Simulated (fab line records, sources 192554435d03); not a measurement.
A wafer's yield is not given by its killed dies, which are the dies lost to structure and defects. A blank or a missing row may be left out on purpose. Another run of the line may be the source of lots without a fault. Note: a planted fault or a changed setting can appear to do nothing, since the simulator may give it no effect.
One fault through the eyes of 2 desks | flow n5-finfet | what lay behind the numbers comes last; until then each desk has only its own

== THE METROLOGY DESK ==
Lot by lot, what the gauges showed, no matter which tool ran the lot: averages of those sampled wafers that carry a number. Any lot whose mean is over 4 standard deviations away from the usual mean is out of limits and marked OUT; that distance is given in the brackets. 7 of its 14 readings are shown: the first one out of limits and those lying furthest out on some lot.
Columns: A = ION_P at N5_BEOL_M4_RC_MEAS_101, usual 463 uA/um; B = RC_DENSE_P at N5_BEOL_M4_RC_MEAS_101, usual 23.8 ohm.um; C = RC_P at N5_BEOL_M4_RC_MEAS_101, usual 19.4 ohm.um; D = REXT_P at N5_BEOL_M4_RC_MEAS_101, usual 100.4 ohm.um; E = SS_P at N5_BEOL_M4_RC_MEAS_101, usual 73.3 mV/dec; F = VT_P at N5_BEOL_M4_RC_MEAS_101, usual -250 mV; G = VT_P_LVT at N5_BEOL_M4_RC_MEAS_101, usual -99 mV
lot  | first seen here | A   | B               | C               | D                | E    | F    | G
L808 | day 7 21:32     | 463 | 24.0            | 19.5            | 101.0            | 73.0 | -251 | -97
L809 | day 8 05:31     | 458 | 23.4            | 19.0            | 102.4            | 72.9 | -251 | -101
L814 | day 9 11:20     | 461 | 23.7            | 19.5            | 101.7            | 74.4 | -251 | -98
L815 | day 9 17:29     | 461 | 23.4            | 18.9            | 98.7             | 73.3 | -250 | -100
L818 | day 10 11:10    | 463 | 24.7            | 20.0            | 102.2            | 73.1 | -248 | -99
L819 | day 10 20:08    | 468 | 23.9            | 19.3            | 97.8             | 73.4 | -250 | -95
L821 | day 11 03:14    | 482 | 23.0            | 18.6            | 97.4             | 73.9 | -242 | -93
L823 | day 11 14:01    | 445 | 26.8 (+5.0) OUT | 21.7 (+5.0) OUT | 116.6 (+8.1) OUT | 73.7 | -258 | -106
L825 | day 12 10:09    | 446 | 27.9 (+6.9) OUT | 22.6 (+6.8) OUT | 113.3 (+6.5) OUT | 73.1 | -254 | -103
L827 | day 13 02:05    | 444 | 26.4 (+4.3) OUT | 21.6 (+4.9) OUT | 111.2 (+5.4) OUT | 72.6 | -256 | -106
This desk's result: L823, L825, L827 out of limits, first on L823 (RC_DENSE_P at N5_BEOL_M4_RC_MEAS_101), day 11 14:01. L808, L809, L814, L815, L818, L819, L821: within limits.

== AT THE TOOL OWNER'S DESK: rie-diel-05 ==
The tool's own readings at N5_SD_EPI_P_ETCH_47 (etches SiOCN in CH3F/O2, target depth 25 nm): means of the sampled wafers that have a number, for each lot that ran on this tool. Any lot whose mean is over 4 standard deviations away from the usual mean is out of limits and marked OUT; that distance is given in the brackets.
Columns: A = drypump-motor-current-A at N5_SD_EPI_P_ETCH_47, usual 5.9 A; B = oes-product-au at N5_SD_EPI_P_ETCH_47, usual 0.79 a.u.; C = rf-fwd-power-W at N5_SD_EPI_P_ETCH_47, usual 407.9 W; D = rf-vpp-V at N5_SD_EPI_P_ETCH_47, usual 126.3 V; E = showerhead-plenum-p-Torr at N5_SD_EPI_P_ETCH_47, usual 1.99 Torr; F = throttle-valve-pct at N5_SD_EPI_P_ETCH_47, usual 16.26 %
lot  | first seen here | A   | B    | C     | D     | E    | F
L808 | day 3 07:07     | 5.5 | 0.76 | 406.5 | 125.6 | 2.03 | 16.19
L809 | day 3 13:20     | 5.5 | 0.75 | 407.1 | 125.7 | 2.03 | 16.18
L814 | day 4 18:34     | 6.1 | 0.84 | 406.9 | 126.2 | 1.99 | 16.18
L815 | day 5 05:29     | 6.1 | 0.84 | 407.9 | 126.4 | 1.99 | 16.18
L818 | day 5 19:11     | 6.4 | 0.86 | 407.7 | 127.2 | 1.94 | 16.15
L819 | day 5 23:26     | 5.8 | 0.82 | 407.9 | 125.1 | 1.99 | 16.20
L821 | day 6 13:25     | 6.1 | 0.85 | 408.5 | 125.0 | 1.94 | 16.17
L823 | day 7 06:50     | 6.4 | 0.86 | 407.6 | 127.0 | 1.95 | 16.19
L825 | day 7 15:50     | 5.6 | 0.77 | 409.3 | 124.0 | 1.93 | 16.19
L827 | day 8 00:39     | 5.9 | 0.76 | 407.0 | 127.4 | 1.99 | 16.21
This desk's finding: nothing out of limits on any of the 10 lots.

== TAKEN TOGETHER ==
L823, L825, L827 would have let the metrology desk raise an alarm at day 11 14:01.
The desk of the tool owner found nothing out of limits.
The tool owner's desk has L823, L825, L827 on record, within its limits.
On rie-diel-05, each named lot ran N5_SD_EPI_P_ETCH_47.

== WHAT THE SIMULATOR HAD INSERTED ==
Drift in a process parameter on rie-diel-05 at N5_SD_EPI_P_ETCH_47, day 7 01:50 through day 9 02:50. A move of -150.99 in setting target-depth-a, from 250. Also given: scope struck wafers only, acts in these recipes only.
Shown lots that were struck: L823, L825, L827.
Per desk, hours elapsed from the start of the fault to the first reading out of limits: for the metrology desk, 108.
